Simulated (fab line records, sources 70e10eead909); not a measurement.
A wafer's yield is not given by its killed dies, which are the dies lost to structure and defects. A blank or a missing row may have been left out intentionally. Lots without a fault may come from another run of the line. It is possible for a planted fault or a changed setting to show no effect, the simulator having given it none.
The tool behind it: which one? -- flow nand harc -- Sampling: 12 lots, 35 wafers, 6 of 1302 route steps

== WHAT EACH GAUGE READ, for each wafer ==
NHARC_A_STAIRCASE_INSPECT_155.
lot,measured,on,raw defect count
L803,day 19 15:56,defect inspect-02,361 471 614
L806,day 20 00:55,defect inspect-02,367 341 502
L810,day 21 15:56,defect inspect-01,573 805
L818,day 25 02:47,defect inspect-02,300 335 291
L816,day 25 02:50,defect inspect-01,489 553 604
L817,day 25 03:57,defect inspect-02,335 325 285
L820,day 26 10:20,defect inspect-02,328 413 452
L823,day 27 05:29,defect inspect-01,383 587 688
L822,day 27 06:26,defect inspect-01,386 338 377
L821,day 27 06:32,defect inspect-02,274 299 457
L825,day 28 10:11,defect inspect-01,462 512 398
L826,day 28 23:08,defect inspect-01,299 342 403

NHARC_A_SGD_CUT_THK_MEAS_22: measures by ellipsometry.
lot,measured,on,thk nm (nm)
L803,day 19 23:14,film metro-02,145.9 147.0 147.0
L806,day 20 09:31,film metro-01,74.6 149.8 75.5
L810,day 22 01:15,film metro-01,75.6 147.0
L818,day 25 09:49,film metro-02,147.1 148.7 149.3
L816,day 25 09:49,film metro-01,148.6 146.3 150.2
L817,day 25 09:50,film metro-02,148.6 151.0 147.6
L820,day 26 17:37,film metro-01,149.6 148.6 149.8
L823,day 27 12:34,film metro-01,148.9 146.6 147.0
L822,day 27 12:34,film metro-01,148.2 149.1 152.3
L821,day 27 12:34,film metro-02,149.7 148.3 148.7
L825,day 28 20:06,film metro-02,145.8 150.2 149.2
L826,day 29 06:37,film metro-02,148.5 148.0 149.0

== EACH LOT AND THE TOOL THAT RAN IT (in order: tool; ch and the chambers of the sampled wafers; start) ==
lot,NHARC_A_STAIRCASE_DEP_471,NHARC_A_SGD_CUT_ETCH_59,NHARC_A_SGD_CUT_DEP_20,NHARC_A_SGD_CUT_CMP_21
L803,"pecvd-01 ch 0,1, day 19 15:19","rie diel-02 ch 1,2,3, day 19 18:05 or earlier","fcvd-01 ch 1, day 19 18:05","cmp-04 ch 0,2,3, day 19 23:02"
L806,"pecvd-03 ch 0,1,2, day 20 00:17","rie diel-02 ch 1,2,3, day 20 03:00 or earlier","fcvd-01 ch 0,1, day 20 03:00","cmp-01 ch 1,2,3, day 20 09:15"
L810,"pecvd-03 ch 2, day 21 15:20","rie diel-13 ch 1,2, day 21 18:28 or earlier","fcvd-01 ch 0,1, day 21 18:28","cmp-01 ch 0,3, day 22 01:00"
L818,"pecvd-03 ch 0,2, day 25 02:11","rie diel-13 ch 0,3, day 25 04:52 or earlier","fcvd-01 ch 0,1, day 25 04:52","cmp-04 ch 1,2,3, day 25 09:38"
L816,"pecvd-01 ch 0,1,2, day 25 02:11","rie diel-02 ch 0,1,2, day 25 05:02 or earlier","fcvd-02 ch 1, day 25 05:02","cmp-01 ch 1,3, day 25 09:35"
L817,"pecvd-04 ch 0,2, day 25 03:21","rie diel-07 ch 0,2,3, day 25 06:02 or earlier","fcvd-01 ch 0,1, day 25 06:02","cmp-02 ch 0,1,3, day 25 09:35"
L820,"pecvd-04 ch 0,2, day 26 09:47","rie diel-13 ch 0,2,3, day 26 12:44 or earlier","fcvd-02 ch 0,1, day 26 12:44","cmp-04 ch 0,2, day 26 17:23"
L823,"pecvd-04 ch 0,2, day 27 04:53","rie diel-02 ch 0,2, day 27 07:32 or earlier","fcvd-01 ch 0,1, day 27 07:32","cmp-02 ch 0,2,3, day 27 12:20"
L822,"pecvd-04 ch 0,1,2, day 27 05:52","rie diel-13 ch 1,2,3, day 27 08:28 or earlier","fcvd-01 ch 0,1, day 27 08:28","cmp-01 ch 1,2,3, day 27 12:23"
L821,"pecvd-01 ch 1,2, day 27 05:57","rie diel-02 ch 0,1,3, day 27 08:45 or earlier","fcvd-01 ch 0,1, day 27 08:45","cmp-04 ch 0,1,2, day 27 12:19"
L825,"pecvd-01 ch 0,1,2, day 28 09:36","rie diel-07 ch 0,2,3, day 28 12:10 or earlier","fcvd-01 ch 0,1, day 28 12:10","cmp-01 ch 0,3, day 28 19:50"
L826,"pecvd-04 ch 0,1, day 28 22:33","rie diel-13 ch 0,1,3, day 29 01:21 or earlier","fcvd-01 ch 0,1, day 29 01:21","cmp-02 ch 0,2,3, day 29 06:22"
- NHARC_A_STAIRCASE_DEP_471: deposits SiO2, target thk 100 nm.
- NHARC_A_SGD_CUT_ETCH_59: etches the open film in N2/H2, target depth 260 nm, time 406.25 s.
- NHARC_A_SGD_CUT_DEP_20: deposits SiO2, target thk 150 nm.
- NHARC_A_SGD_CUT_CMP_21: polishes, target thk 148.19 nm.

== AS READ BY THE TOOLS THEMSELVES (means over the sampled wafers that have a number; for cases with no such wafer, the mark the record gives instead) ==
NHARC_A_STAIRCASE_DEP_471.
lot,tool,heater power w (W),rf fwd power W (W),throttle valve pct (%)
L803,pecvd-01,532,896.0,16.2
L806,pecvd-03,411,898.0,16.0
L810,pecvd-03,402,896.8,16.2
L818,pecvd-03,377,898.0,16.2
L816,pecvd-01,568,895.4,16.2
L817,pecvd-04,701,896.4,15.6
L820,pecvd-04,629,900.8,15.8
L823,pecvd-04,675,896.9,15.6
L822,pecvd-04,659,894.4,15.6
L821,pecvd-01,504,894.9,16.3
L825,pecvd-01,591,894.3,15.9
L826,pecvd-04,543,891.4,15.3

NHARC_A_SGD_CUT_ETCH_59.
lot,tool,drypump motor current A (A),oes product au (a.u.),rf fwd power W (W),rf vpp V (V),showerhead plenum p Torr (Torr),throttle valve pct (%)
L803,rie diel-02,5.6,1.002,399.1,434,2.17,14.172
L806,rie diel-02,5.6,1.002,399.3,434,2.17,14.166
L810,rie diel-13,5.2,1.007,401.3,427,1.92,14.169
L818,rie diel-13,6.0,1.013,400.5,428,1.92,14.175
L816,rie diel-02,5.3,0.991,399.4,433,2.14,14.167
L817,rie diel-07,5.9,1.011,398.4,430,1.99,14.172
L820,rie diel-13,5.6,0.998,400.1,428,1.93,14.171
L823,rie diel-02,5.3,0.990,398.0,433,2.15,14.169
L822,rie diel-13,5.5,1.004,398.9,427,1.91,14.178
L821,rie diel-02,5.4,0.990,399.1,433,2.16,14.169
L825,rie diel-07,5.9,1.008,399.0,429,1.99,14.167
L826,rie diel-13,5.7,1.004,398.9,428,1.93,14.173

NHARC_A_SGD_CUT_CMP_21.
lot,tool,motor current A (A),time to endpoint s (s)
L803,cmp-04,12.2,50.3
L806,cmp-01,13.0,38.0
L810,cmp-01,12.9,37.1
L818,cmp-04,13.0,49.4
L816,cmp-01,12.7,51.9
L817,cmp-02,12.3,51.4
L820,cmp-04,13.3,53.8
L823,cmp-02,12.8,47.6
L822,cmp-01,13.2,53.6
L821,cmp-04,13.3,54.3
L825,cmp-01,12.9,47.2
L826,cmp-02,12.6,51.5

== THE ANSWER, worked out from the rows above alone ==
Rule: the usual values come from the lots themselves. The widest of any qualifying gaps counts: lots, ordered by their means at a reading, are off when they make up no more than a third of the lots, leave a main group of 4 or more, and stand apart from it by 3 or more times the standard deviation of that group's means. A main group whose means are all the same, to the digits that the tables above print for the reading, isn't used. A lot without any number at a reading at which 4 lots or more have one is off too. Any other lot the step has rows for is counted as sound. Order of review: gauges by route order, followed by the tools' own readings, for which a lot's mean as printed above is used. The first step at which some lot is off is used, and at that step the reading that is off furthest; a lot without a number counts as furthest.
Off at NHARC_A_SGD_CUT_THK_MEAS_22 (thk nm): L806, L810. The main group has a mean of 148.5 nm with a standard deviation of 0.87.
If a tool, at a process step before that reading, ran all the lots that are off and no sound lot after the first of them, it fits. The gauges at NHARC_A_SGD_CUT_THK_MEAS_22 aren't tried: what is off there is off at NHARC_A_SGD_CUT_CMP_21 too, on other tools, and a gauge's error can't cause that. NHARC_A_SGD_CUT_ETCH_59: start missing for some lots; hours and lot order therefore follow NHARC_A_SGD_CUT_DEP_20. Of those tried, none fits.

== WHAT THE SIMULATOR HAD INSERTED ==
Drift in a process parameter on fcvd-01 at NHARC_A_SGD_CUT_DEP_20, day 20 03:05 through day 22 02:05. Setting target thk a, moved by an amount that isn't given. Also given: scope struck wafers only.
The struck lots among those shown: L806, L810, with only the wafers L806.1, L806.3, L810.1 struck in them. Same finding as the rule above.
